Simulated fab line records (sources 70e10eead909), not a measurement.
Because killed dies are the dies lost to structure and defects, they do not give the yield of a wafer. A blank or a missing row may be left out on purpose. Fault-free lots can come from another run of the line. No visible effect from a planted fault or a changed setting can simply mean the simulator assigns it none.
Struck lot and sound lot, side by side    flow nand harc    38 steps out of a route of 1302
Sound: wafers L486.1, L486.2, L486.4. Struck: wafer L474.5 (left out: L474.2, L474.3 of the same lot, which were not struck); the cause appears at the end.
Per side, at each step with rows, come the tool, then ch with its chambers, and then its first start. Under that, the readings that differ: sound wafers    struck wafers    difference of the means    sigmas: that difference in standard deviations of wafers without a fault.
alike: readings whose means differ by less than 2 such deviations, and words and numbers that are the same on both sides. not compared: withheld readings, readings that some wafer has no value for, bounds like >300 that may hide the same value, and numbers for which the record gives no deviation and whose values overlap.
Wherever a step has rows on one side only, a row that says differs or no value, or a row with sigmas, the two part there. Numbers that don't overlap but have no deviation are shown without sigmas and don't part them. Lack of a reading on every wafer of one side parts them only where that side has two or more wafers.

first, 8 steps without rows for these wafers: NHARC_A_CHANNEL_HOLE_D2_PEB_08 (peb time 65 s); NHARC_A_CHANNEL_HOLE_D2_DEVELOP_09 (develop time 35 s); NHARC_A_CHANNEL_HOLE_D2_DESCUM_15 (chemistry O2, time 3 s); NHARC_A_CHANNEL_HOLE_D2_ETCH_38 (etches the open film in CF4, target depth 39 nm, time 65 s); NHARC_A_CHANNEL_HOLE_D2_ETCH_39 (etches the open film in N2/H2, target depth 260 nm, time 325 s); NHARC_A_CHANNEL_HOLE_D2_ETCH_34 (etches the open film in CF4/CHF3, target depth 154 nm, time 77 s); NHARC_A_CHANNEL_HOLE_D2_ETCH_16 (etches the open film in O2/COS, target depth 3100 nm, time 806 s); NHARC_A_CHANNEL_HOLE_D2_ETCH_19 (etches the open film in C4F8/O2/Ar, time 34.5 s).
NHARC_A_CHANNEL_HOLE_D2_ETCH_20: etches the open film in C4F8/O2/Ar, time 361.9 s, target depth 1600 nm.
  sound on har etch-01 ch 0,1, day 23 15:36; struck on har etch-01 ch 0, day 18 03:01
reading                 sound                 struck  difference  sigmas
throttle valve pct (%)  32.165 32.153 32.174  32.144  -0.020      -2
  alike: drypump motor current A, showerhead plenum p Torr, temp c
  not compared: rf hours counter h
then, 14 steps without rows for these wafers: NHARC_A_CHANNEL_HOLE_D2_ETCH_21 (etches the open film in C4F8/O2/Ar, time 514.3 s, target depth 1600 nm); NHARC_A_CHANNEL_HOLE_D2_ETCH_22 (etches the open film in C4F8/O2/Ar, time 666.7 s, target depth 1600 nm); NHARC_A_CHANNEL_HOLE_D2_ETCH_23 (etches the open film in C4F8/O2/Ar, time 819 s, target depth 1600 nm); NHARC_A_CHANNEL_HOLE_D2_ETCH_24 (etches the open film in C4F8/O2/Ar, time 906.2 s, target depth 1500 nm); NHARC_A_CHANNEL_HOLE_D2_ETCH_25 (etches the open film in C4F8/O2/Ar, time 1040.2 s, target depth 1500 nm); NHARC_A_CHANNEL_HOLE_D2_ETCH_26 (etches the open film in C4F8/O2/Ar, time 224.1 s, target depth 300 nm); NHARC_A_CHANNEL_HOLE_D2_ETCH_27 (etches the open film in C4F8/O2/Ar, time 90 s, target depth 400 nm); NHARC_A_CHANNEL_HOLE_D2_STRIP_41 (strips in N2/H2); NHARC_A_CHANNEL_HOLE_D2_STRIP_42 (strips in CF4/CHF3); NHARC_A_CHANNEL_HOLE_D2_STRIP_43 (strips in O2/COS); NHARC_A_CHANNEL_HOLE_D2_ETCH_44 (etches the open film in CF4/O2, target depth 140 nm, overetch 14 nm, time 77 s); NHARC_A_CHANNEL_HOLE_D2_STRIP_28 (strips in O2); NHARC_A_CHANNEL_HOLE_D2_PRECLEAN_29 (cleans in SC1); NHARC_A_CHANNEL_HOLE_D2_SRD_30.
NHARC_A_CHANNEL_HOLE_D2_XSEM_32:
  sound on xsem-02 ch 0, day 23 21:04; struck on xsem-02 ch 0, day 18 08:31
reading      sound           struck  difference  sigmas
bow nm (nm)  8.39 8.33 8.27  19.57   +11.24      +49
  alike: bot cd nm, tilt deg
then, 12 steps without rows for these wafers: NHARC_A_CHANNEL_FILL_D2_PRECLEAN_00 (cleans in SC1); NHARC_A_CHANNEL_FILL_D2_SRD_01; NHARC_A_CHANNEL_FILL_D2_ALD_02 (deposits SiO2, target thk 6 nm, pulse time 10 s, ald cycles 60); NHARC_A_CHANNEL_FILL_D2_ALD_03 (deposits SiNx, target thk 6 nm, pulse time 60 s, ald cycles 58); NHARC_A_CHANNEL_FILL_D2_ALD_14 (deposits SiO2, target thk 2.5 nm, pulse time 10 s, ald cycles 25); NHARC_A_CHANNEL_FILL_D2_ALD_15 (deposits SiNx, target thk 2 nm, pulse time 60 s, ald cycles 19); NHARC_A_CHANNEL_FILL_D2_ALD_16 (deposits SiO2, target thk 1.5 nm, pulse time 10 s, ald cycles 15); NHARC_A_CHANNEL_FILL_D2_ANNEAL_17 (time 1800 s); NHARC_A_CHANNEL_FILL_D2_CVD_18 (deposits poly-Si, target thk 3 nm); NHARC_A_CHANNEL_FILL_D2_ETCHBACK_19 (etches the open film in HBr/Cl2, target depth 5 nm, time 1.7 s); NHARC_A_CHANNEL_FILL_D2_ETCHBACK_20 (etches the open film in C4F8/O2/Ar, target depth 27 nm, time 13.5 s); NHARC_A_CHANNEL_FILL_D2_STRIP_28 (strips in O2, time 20 s).
-- break in the record here, with 11 days between the starts of the struck wafers on either side (left off in module A_CHANNEL_FILL_D2, picked up again in module END, where the first step shown is number 1301 on the route) --
NHARC_END_WLT_00:
  struck on prober-01, day 28 21:59; sound on prober-01, day 34 16:10
reading                            sound              struck  difference  sigmas
VT_DECK2_MEDIAN_NEAR_BOTTOM        0.862 0.870 0.870  0.906   +0.039      +5
VT_DECK2_MEDIAN_NEAR_BOTTOM_INNER  0.871 0.869 0.863  0.894   +0.026      +4
  alike: VT_DECK1_BOTTOM, VT_DECK1_BOTTOM_INNER, VT_DECK1_MEDIAN_NEAR_BOTTOM, VT_DECK1_MEDIAN_NEAR_BOTTOM_INNER, VT_DECK1_MIDDLE, VT_DECK1_MIDDLE_INNER, VT_DECK1_TOP, VT_DECK1_TOP_INNER, VT_DECK2_BOTTOM, VT_DECK2_BOTTOM_INNER, VT_DECK2_MIDDLE, VT_DECK2_MIDDLE_INNER, VT_DECK2_TOP, VT_DECK2_TOP_INNER
NHARC_END_SORT_01:
  sound on prober-01 ch 0, day 34 19:13; struck on prober-01 ch 0, day 29 02:11
reading              sound  struck  difference  sigmas
killed at other      0 2 0  3       +2          +2
killed at periphery  4 2 2  11      +8          +3
  alike: killed at array, killed dies, killed open, killed short

WHERE THEY PART
Earliest at NHARC_A_CHANNEL_HOLE_D2_ETCH_20; latest, in this record, at NHARC_END_SORT_01.

WHY: what had been put in by the simulator
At NHARC_A_CHANNEL_HOLE_D2_ETCH_20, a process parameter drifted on har etch-01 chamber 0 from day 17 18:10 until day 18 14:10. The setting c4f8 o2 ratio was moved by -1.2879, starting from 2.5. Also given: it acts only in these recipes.
